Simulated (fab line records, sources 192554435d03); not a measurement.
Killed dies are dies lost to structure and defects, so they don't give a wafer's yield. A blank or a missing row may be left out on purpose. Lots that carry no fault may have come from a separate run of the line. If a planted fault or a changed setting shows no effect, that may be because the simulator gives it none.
A struck lot beside a sound one || flow n5Finfet || 19 steps out of a route of 1938
Sound: these wafers, L313.1, L313.3, L313.6. Wafers L323.3, L323.4, L323.6 were the ones struck. The cause is given at the end.
Each step with rows lists, per side, the tool, then ch with its chambers, then its first start. Under that, the readings that differ: sound wafers || struck wafers || difference of the means || sigmas: that difference in standard deviations of wafers without a fault.
alike: a reading whose means differ by less than 2 such deviations, as well as words and numbers matching on both sides. not compared: withheld readings; readings where some wafer has no value; bounds like >300 that might hide an equal value; numbers whose values overlap and for which the record gives no deviation.
Wherever a step has rows on one side only, a row that says differs or no value, or a row with sigmas, the two part there. Non-overlapping numbers with no deviation appear without sigmas and do not part them. A reading that every wafer of one side lacks parts them only if that side has two wafers or more.

first, 2 steps without rows for these wafers: N5_BEOL_M5_STRIP_63 (strips in N2/H2); N5_BEOL_M5_STRIP_73 (strips in N2/H2).
N5_BEOL_M5_STRIP_64: strips in CF4.
  sound on rieDiel-05 ch 1,2,3, day 10 03:18; struck on rieDiel-03 ch 0,1, day 12 19:11
  alike: drypumpMotorCurrentA, oesProductAu, rfFwdPowerW, rfVppV, showerheadPlenumPTorr, throttleValvePct
  not compared: rfHoursCounterH
N5_BEOL_M5_HM_OPEN_17: chemistry Cl2/BCl3, target TiN, target depth 20 nm, overetch 6 nm.
  sound on rieMetal-02 ch 0,1, day 10 03:20; struck on rieMetal-02 ch 0,1, day 12 19:16
  alike: drypumpMotorCurrentA, heBacksideLeakSccm, oesProductAu, rfFwdPowerW, throttleValvePct
  not compared: rfHoursCounterH
N5_BEOL_M5_STRIP_19: strips in O2.
  sound on rieDiel-05 ch 0,2, day 10 03:35; struck on rieDiel-03 ch 1,2,3, day 12 19:20
  alike: drypumpMotorCurrentA, o2FlowSccm, oesProductAu, rfVppV, showerheadPlenumPTorr, throttleValvePct
  not compared: rfHoursCounterH
N5_BEOL_M5_CD_MEAS_18: pitch 56 nm, target cd 28 nm.
  struck on cdSem-03, day 12 19:25; sound on cdSem-01, day 10 03:39
  alike: cdNm
then, 6 steps without rows for these wafers: N5_BEOL_M5_COAT_65 (time 60 s, resist thk 60 nm); N5_BEOL_M5_COAT_66 (time 60 s, resist thk 12 nm); N5_BEOL_M5_COAT_74 (time 60 s, resist thk 5 nm); N5_BEOL_M5_COAT_22 (resist thk 30 nm); N5_BEOL_M5_EBR_24; N5_BEOL_M5_SOFTBAKE_23 (time 60 s).
N5_BEOL_M5_EXPOSE_25: exposes mask V4, defocus 10 nm.
  sound on euvScanner-02 ch 0, day 10 05:28; struck on euvScanner-01 ch 0, day 12 20:50
{"reading": "model.BEOL_M5.overlayXNm (nm)", "sound": "-0.8 -0.8 -0.8", "struck": "6.8 6.8 6.8", "difference": "+7.6", "sigmas": ""}
  alike: mask
then, 2 steps without rows for these wafers: N5_BEOL_M5_PEB_26 (peb time 60 s); N5_BEOL_M5_DEVELOP_27 (develop time 30 s).
N5_BEOL_M5_CD_MEAS_28: target cd 30.6 nm, target cd y 20 nm.
  sound on cdSem-02 ch 0, day 10 05:36; struck on cdSem-03 ch 0, day 12 20:58
  alike: cdNm
N5_BEOL_M5_OVL_MEAS_29:
  sound on overlay-01 ch 0, day 10 05:38; struck on overlay-02 ch 0, day 12 21:01
{"reading": "V4_OVL (nm)", "sound": "-0.9 -1.3 -0.7", "struck": "6.7 7.0 7.5", "difference": "+8.0", "sigmas": "+13"}
N5_BEOL_M5_INSPECT_30: inspects for defects (brightfield).
  struck on defectInspect-02, day 12 21:04; sound on defectInspect-02, day 10 05:41
  alike: rawDefectCount
then, 1 step without rows for these wafers: N5_PASSIVATION_PROBE_49.

## WHERE THEY PART
Only at N5_BEOL_M5_OVL_MEAS_29, as far as this record shows. Later steps at which nothing parts them and some readings are alike: N5_BEOL_M5_INSPECT_30.

WHY: what had been put in by the simulator
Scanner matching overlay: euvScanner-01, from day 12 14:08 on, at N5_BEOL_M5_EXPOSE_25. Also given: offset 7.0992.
